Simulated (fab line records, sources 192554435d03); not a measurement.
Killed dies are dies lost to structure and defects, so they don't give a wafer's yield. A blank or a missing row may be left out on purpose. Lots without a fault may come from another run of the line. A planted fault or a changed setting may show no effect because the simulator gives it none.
One fault seen from 3 desks | flow n5_finfet | each desk has only its own numbers; what lay behind them comes last

THE METROLOGY DESK
What the gauges read, lot by lot, whatever tool the lot ran on: means of the sampled wafers that have a number. A lot is out of limits, marked OUT, if its mean lies more than 4 standard deviations from the usual mean; the brackets give that distance.
Columns: A = M10_THK at N5_BEOL_M10_THK_MEAS_53, usual 140 nm; B = M10_RS at N5_BEOL_M10_RS_MEAS_57, usual 0.152 ohm/sq; C = M11_ILD_THK at N5_BEOL_M11_THK_MEAS_01, usual 268 nm; D = cd_nm at N5_BEOL_M11_CD_MEAS_11, usual 64.1 nm; E = M11_OVL at N5_BEOL_M11_OVL_MEAS_12, usual -0.3 nm
lot  | first seen here | A   | B     | C   | D    | E
L600 | day 11 18:54    | 141 | 0.152 | 266 | 64.3 | -0.3
L602 | day 12 17:59    | 143 | 0.150 | 268 | 63.6 | -0.7
L603 | day 12 21:50    | 140 | 0.151 | 269 | 63.9 | -1.0
L605 | day 13 01:01    | 143 | 0.151 | 266 | 63.9 | -0.5
L608 | day 14 09:36    | 142 | 0.149 | 271 | 64.6 | -0.6
L612 | day 14 16:41    | 140 | 0.153 | 269 | 63.3 | -0.7
This desk's finding: nothing out of limits on any of the 6 lots.

THE DEFECT DESK
What the inspections along the route counted, lot by lot: means of the sampled wafers that have a number. A lot is out of limits, marked OUT, if its mean lies more than 4 standard deviations from the usual mean; the brackets give that distance.
Columns: A = raw_defect_count at N5_BEOL_M10_INSPECT_58, usual 71; B = raw_defect_count at N5_BEOL_M11_INSPECT_13, usual 407
lot  | first seen here | A  | B
L600 | day 11 19:04    | 57 | 404
L602 | day 12 18:09    | 89 | 418
L603 | day 12 22:00    | 92 | 453
L605 | day 13 01:10    | 93 | 514
L608 | day 14 09:46    | 53 | 345
L612 | day 14 16:50    | 47 | 428
This desk's finding: nothing out of limits on any of the 6 lots.

THE TOOL OWNER'S DESK: litho_track-04
The tool's own readings at N5_BEOL_M11_COAT_05 (resist thk 90 nm): means of the sampled wafers that have a number, for each lot that ran on this tool. A lot is out of limits, marked OUT, if its mean lies more than 4 standard deviations from the usual mean; the brackets give that distance.
Columns: A = spin_speed_rpm at N5_BEOL_M11_COAT_05, usual 1500.0 rpm
lot  | first seen here | A
L602 | day 12 19:57    | 1499.9
L603 | day 12 23:27    | 1460.0 (-40) OUT
L605 | day 13 04:47    | 1459.0 (-41) OUT
This desk's finding: out of limits on L603, L605; first on L603, day 12 23:27 (spin_speed_rpm at N5_BEOL_M11_COAT_05). In limits: L602.

PUT TOGETHER
The tool owner's desk could have raised an alarm at day 12 23:27, on L603, L605.
The metrology desk saw nothing out of limits.
The defect desk saw nothing out of limits.
The metrology desk has L603, L605 on record, within its limits.
The defect desk has L603, L605 on record, within its limits.
Of the lots named, all ran N5_BEOL_M11_COAT_05 on litho_track-04.

WHAT THE SIMULATOR HAD PUT IN
Process parameter drift: litho_track-04, from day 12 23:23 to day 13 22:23, at N5_BEOL_M11_COAT_05. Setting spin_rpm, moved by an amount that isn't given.
Lots struck among those shown: L603, L605.
Hours from the fault's start to each desk's first reading out of limits: the tool owner's desk, 0.
